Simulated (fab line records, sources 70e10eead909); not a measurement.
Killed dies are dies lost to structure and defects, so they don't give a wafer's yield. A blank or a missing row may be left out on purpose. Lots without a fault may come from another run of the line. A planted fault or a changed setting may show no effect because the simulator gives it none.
A struck lot beside a sound one | flow nand_harc | 14 steps out of a route of 1159
Sound: wafers L741.1, L741.2, L741.5. Struck: wafer L758.3. (L758.1, L758.2 of the same lot were not struck and are left out.) The cause comes at the end.
At each step with rows: each side's tool, then ch and its chambers, then its first start. Under that, the readings that differ: sound wafers | struck wafers | difference of the means | sigmas: that difference in standard deviations of wafers without a fault.
alike: readings whose means differ by less than 2 such deviations, and words and numbers that are the same on both sides. not compared: withheld readings, readings that some wafer has no value for, bounds like >300 that may hide the same value, and numbers for which the record gives no deviation and whose values overlap.
The two part at a step that has a row with sigmas, a row that says differs or no value, or rows on one side only. Numbers that don't overlap but have no deviation are shown without sigmas and don't part them. A reading that every wafer of one side lacks parts them only if that side has two wafers or more.

first, 4 steps without rows for these wafers: NHARC_P_BONDPAD_EBR_05; NHARC_P_BONDPAD_EXPOSE_06 (exposes mask P BPAD); NHARC_P_BONDPAD_PEB_07 (peb time 80 s); NHARC_P_BONDPAD_DEVELOP_08 (time 50 s).
NHARC_P_BONDPAD_CD_MEAS_09: target cd 500 nm.
  sound on cd_sem-03 ch 0, day 6 23:02; struck on cd_sem-02 ch 0, day 11 06:21
  alike: cd_nm
NHARC_P_BONDPAD_OVL_MEAS_38:
  sound on overlay-01, day 6 23:08; struck on overlay-02, day 11 06:26
  reading           | sound    | struck | difference | sigmas
  overlay_y_nm (nm) | 13 13 13 | -2     | -15        | -2
  alike: overlay_x_nm
then, 1 step without rows for these wafers: NHARC_P_BONDPAD_HARDBAKE_10 (time 65 s).
NHARC_P_BONDPAD_DESCUM_11: chemistry O2, time 3 s.
  sound on rie_diel-12 ch 0,2, day 6 23:16; struck on rie_diel-12 ch 2, day 11 06:34
  alike: drypump_motor_current_A, oes_product_au, rf_vpp_V, showerhead_plenum_p_Torr, throttle_valve_pct
  not compared: rf_hours_counter_h
NHARC_P_BONDPAD_ETCH_37: etches the open film in N2/H2, target depth 60 nm, overetch 18 nm, time 65.91 s.
  sound on rie_diel-12 ch 1,2,3, day 6 23:21; struck on rie_diel-12 ch 1, day 11 06:39
  alike: drypump_motor_current_A, oes_product_au, rf_vpp_V, showerhead_plenum_p_Torr, throttle_valve_pct
  not compared: rf_hours_counter_h
NHARC_P_BONDPAD_ETCH_12: etches the open film in CHF3/O2, target depth 200 nm, time 100 s.
  sound on rie_diel-12 ch 0,2,3; struck on rie_diel-12 ch 1
  reading               | sound             | struck | difference | sigmas
  oes_product_au (a.u.) | 0.921 0.920 0.912 | 0.964  | +0.046     | +2
  alike: chf3_flow_sccm, drypump_motor_current_A, rf_vpp_V, showerhead_plenum_p_Torr, throttle_valve_pct
  not compared: rf_hours_counter_h
NHARC_P_BONDPAD_CD_MEAS_13:
  sound on cd_sem-02, day 6 23:34; struck on cd_sem-02, day 11 06:53
  alike: cd_nm
NHARC_P_BONDPAD_STRIP_15: strips in O2.
  sound on rie_diel-12 ch 1,2,3, day 6 23:40; struck on rie_diel-12 ch 2, day 11 06:58
  reading               | sound             | struck | difference | sigmas
  oes_product_au (a.u.) | 1.001 1.009 1.006 | 0.975  | -0.030     | -3
  alike: drypump_motor_current_A, rf_vpp_V, showerhead_plenum_p_Torr, throttle_valve_pct
  not compared: rf_hours_counter_h
NHARC_P_BONDPAD_ETCH_24: etches the open film in CF4/N2, target depth 30 nm, time 72.99 s.
  sound on rie_diel-12 ch 1,2, day 6 23:47; struck on rie_diel-12 ch 1, day 11 07:07
  reading               | sound             | struck | difference | sigmas
  oes_product_au (a.u.) | 1.000 0.991 0.995 | 0.781  | -0.214     | -21
  alike: drypump_motor_current_A, rf_vpp_V, showerhead_plenum_p_Torr, throttle_valve_pct
  not compared: rf_hours_counter_h
then, 1 step without rows for these wafers: NHARC_P_BONDPAD_STRIP_16 (strips in post etch residue remover, time 600 s).

WHERE THEY PART
First at NHARC_P_BONDPAD_OVL_MEAS_38; last, within this record, at NHARC_P_BONDPAD_ETCH_24.

WHY: what the simulator had put in
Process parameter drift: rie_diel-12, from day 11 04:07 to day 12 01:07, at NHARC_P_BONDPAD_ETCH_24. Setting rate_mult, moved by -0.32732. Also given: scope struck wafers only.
